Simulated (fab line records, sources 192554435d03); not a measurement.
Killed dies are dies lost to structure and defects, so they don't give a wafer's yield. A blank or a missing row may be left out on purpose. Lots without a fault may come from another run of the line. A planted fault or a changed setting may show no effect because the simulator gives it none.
Chamber matching | flow n5_finfet | N5_BEOL_M8_ETCH_62 on rie_diel-03: 4 sister chambers
The step etches SOC in N2/H2, target depth 110 nm, overetch 22 nm, time 165 s. 14 wafers are shown with their chamber, then 7 later ones without.

WAFERS WITH THEIR CHAMBER
wafer  | chamber | drypump_motor_current_A (A) | throttle_valve_pct (%) | showerhead_plenum_p_Torr (Torr)
L076.3 | 1       | 5.9                         | 17.86                  | 2.56
L076.4 | 0       | 5.7                         | 18.01                  | 2.38
L076.6 | 3       | 5.4                         | 17.60                  | 2.70
L079.1 | 2       | 5.1                         | 18.07                  | 2.53
L079.2 | 1       | 5.9                         | 17.89                  | 2.56
L079.6 | 2       | 5.1                         | 18.08                  | 2.53
L084.1 | 2       | 5.1                         | 18.09                  | 2.53
L084.2 | 1       | 5.9                         | 17.90                  | 2.56
L084.4 | 1       | 5.9                         | 17.91                  | 2.56
L094.3 | 3       | 5.4                         | 17.65                  | 2.68
L094.4 | 3       | 5.4                         | 17.66                  | 2.68
L094.5 | 1       | 5.9                         | 17.94                  | 2.54
L090.1 | 1       | 5.9                         | 17.92                  | 2.54
L090.3 | 0       | 5.6                         | 17.64                  | 2.69

SIGNATURES (means of the wafers above)
reading                  | chamber 0 | chamber 1 | chamber 2 | chamber 3 | scatter within a chamber
drypump_motor_current_A  | 5.650     | 5.900     | 5.100     | 5.400     | 0.0224
throttle_valve_pct       | 17.8250   | 17.9033   | 18.0800   | 17.6367   | 0.0863
showerhead_plenum_p_Torr | 2.5350    | 2.5533    | 2.5300    | 2.6867    | 0.0699
Rule: a wafer's distance from a chamber is the root of the sum, over the readings, of the square of ((its reading less the chamber's mean) divided by the reading's scatter). The wafer belongs to the nearest chamber; if the next one is less than 2 further off, it can't be placed. The scatter: the root of (the sum of the squares of (reading less its chamber's mean) over the shown wafers, divided by (wafers less chambers)).

WAFERS WITHOUT THEIR CHAMBER
wafer  | drypump_motor_current_A (A) | throttle_valve_pct (%) | showerhead_plenum_p_Torr (Torr)
L090.6 | 5.7                         | 17.64                  | 2.69
L089.3 | 5.9                         | 17.96                  | 2.54
L089.5 | 5.7                         | 17.64                  | 2.69
L089.6 | 5.4                         | 17.65                  | 2.68
L091.1 | 5.4                         | 17.68                  | 2.68
L091.2 | 5.1                         | 17.75                  | 2.52
L091.3 | 5.9                         | 17.96                  | 2.54

WHICH CHAMBER EACH WENT THROUGH
wafer  | from the rows above | in truth
L090.6 | 0                   | 0
L089.3 | 1                   | 1
L089.5 | 0                   | 0
L089.6 | 3                   | 3
L091.1 | 3                   | 3
L091.2 | 2                   | 2
L091.3 | 1                   | 1
Placed correctly: 7 of 7. Can't be placed from these rows: 0. Placed wrongly: 0.
